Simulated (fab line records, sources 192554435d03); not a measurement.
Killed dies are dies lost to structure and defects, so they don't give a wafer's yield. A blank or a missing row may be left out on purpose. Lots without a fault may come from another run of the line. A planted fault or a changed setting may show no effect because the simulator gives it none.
A struck lot beside a sound one | flow n5_finfet | 38 steps out of a route of 1938
Sound: wafers L684.1, L684.2, L684.5. Struck: wafer L686.6. (L686.1, L686.4 of the same lot were not struck and are left out.) The cause comes at the end.
At each step with rows: each side's tool, then ch and its chambers, then its first start. Under that, the readings that differ: sound wafers | struck wafers | difference of the means | sigmas: that difference in standard deviations of wafers without a fault.
alike: readings whose means differ by less than 2 such deviations, and words and numbers that are the same on both sides. not compared: withheld readings, readings that some wafer has no value for, bounds like >300 that may hide the same value, and numbers for which the record gives no deviation and whose values overlap.
The two part at a step that has a row with sigmas, a row that says differs or no value, or rows on one side only. Numbers that don't overlap but have no deviation are shown without sigmas and don't part them. A reading that every wafer of one side lacks parts them only if that side has two wafers or more.

first, 9 steps without rows for these wafers: N5_BEOL_M2_ANNEAL_95 (time 240 s); N5_BEOL_M2_SPUTTER_96 (material Cu, target thk 4.5 nm, time 8.29 s); N5_BEOL_M2_ECD_50 (material Cu, target thk 300 nm); N5_BEOL_M2_ANNEAL_51 (time 90 s); N5_BEOL_M2_CMP_52 (polishes, stops on SiOC, t overpolish 6.8 s, target thk 40 nm); N5_BEOL_M2_PRE_CLEAN_60 (time 15 s); N5_BEOL_M2_CO_CAP_55 (material Co, precursor CCTBA/H2, target thk 2 nm, time 102.1 s); N5_BEOL_M2_PRE_CLEAN_56 (time 15 s); N5_BEOL_M2_DEP_57 (deposits SiCN from 3MS/NH3, target thk 8 nm, time 14 s).
N5_BEOL_M3_ILD_DEP_00: deposits SiOC from DEMS/O2, target thk 79 nm, time 15.3 s.
  sound on pecvd-04 ch 0,2, day 9 09:55; struck on pecvd-04 ch 2, day 9 22:22
  reading                                      | sound        | struck | difference | sigmas
  model.SiOC_of_BEOL_M3_ILD_DEP_00.thk_nm (nm) | 77 77.6 79.2 | 151.8  | +73.9      |
  alike: heater_power_outer_w, heater_power_w, showerhead_plenum_p_Torr, throttle_valve_pct
N5_BEOL_M3_THK_MEAS_01:
  sound on film_metro-01, day 9 09:59; struck on film_metro-01, day 9 22:26
  reading         | sound          | struck | difference | sigmas
  M3_ILD_THK (nm) | 77.0 77.6 79.3 | 151.9  | +73.9      | +74
then, 24 steps without rows for these wafers: N5_BEOL_M3_PECVD_72 (deposits SiO2 from TEOS/O2, target thk 16 nm, time 18 s); N5_BEOL_M3_HM_DEP_02 (deposits TiN, target thk 20 nm); N5_BEOL_M3_COAT_61 (time 60 s, resist thk 60 nm); N5_BEOL_M3_COAT_62 (time 60 s, resist thk 12 nm); N5_BEOL_M3_COAT_73 (time 60 s, resist thk 5 nm); N5_BEOL_M3_COAT_05 (resist thk 30 nm); N5_BEOL_M3_EBR_07; N5_BEOL_M3_SOFTBAKE_06 (time 60 s); N5_BEOL_M3_EXPOSE_08 (exposes mask M3); N5_BEOL_M3_PEB_09 (peb time 60 s); N5_BEOL_M3_DEVELOP_10 (develop time 30 s); N5_BEOL_M3_DESCUM_16 (chemistry O2, time 7 s); N5_BEOL_M3_ETCH_74 (etches underlayer in N2/H2, target depth 6.5 nm, time 5.2 s); N5_BEOL_M3_ETCH_63 (etches SiARC in CF4, target depth 15.6 nm, time 26 s); N5_BEOL_M3_ETCH_64 (etches SOC in N2/H2, target depth 75 nm, overetch 15 nm, time 112.5 s); N5_BEOL_M3_STRIP_65 (strips in N2/H2); N5_BEOL_M3_STRIP_75 (strips in N2/H2); N5_BEOL_M3_STRIP_66 (strips in CF4); N5_BEOL_M3_HM_OPEN_17 (chemistry Cl2/BCl3, target TiN, target depth 20 nm, overetch 6 nm); N5_BEOL_M3_STRIP_19 (strips in O2); N5_BEOL_M3_COAT_67 (time 60 s, resist thk 60 nm); N5_BEOL_M3_COAT_68 (time 60 s, resist thk 12 nm); N5_BEOL_M3_COAT_76 (time 60 s, resist thk 5 nm); N5_BEOL_M3_COAT_22 (resist thk 30 nm).
N5_BEOL_M3_CMP_52: polishes, stops on SiOC, t overpolish 6.8 s, target thk 40 nm.
  sound on cmp-01 ch 1,2,3, day 9 21:24; struck on cmp-01 ch 2, day 10 07:53
  reading                                      | sound          | struck | difference | sigmas
  model.SiOC_of_BEOL_M3_ILD_DEP_00.thk_nm (nm) | 74 74.6 76.2   | 148.8  | +73.9      |
  model.Cu_of_BEOL_M3_ECD_50.thk_nm (nm)       | 38.6 38.2 40.8 | 113.6  | +74.4      |
  alike: motor_current_A, retaining_ring_pressure_frac
N5_BEOL_M4_RC_MEAS_101:
  the record has rows for the sound wafers here (prober-01 ch 0, day 10 14:25) and none for the struck ones
-- the record jumps here: 4 days lie between the struck wafers' starts before and after (it left off in module BEOL_M4 and takes up again in module PASSIVATION, whose first step shown is number 1936 of the route) --
N5_PASSIVATION_PROBE_49:
  the record has rows for the struck wafers here (prober-01, day 14 19:50) and none for the sound ones

WHERE THEY PART
First at N5_BEOL_M3_THK_MEAS_01; last, within this record, at N5_PASSIVATION_PROBE_49.

WHY: what the simulator had put in
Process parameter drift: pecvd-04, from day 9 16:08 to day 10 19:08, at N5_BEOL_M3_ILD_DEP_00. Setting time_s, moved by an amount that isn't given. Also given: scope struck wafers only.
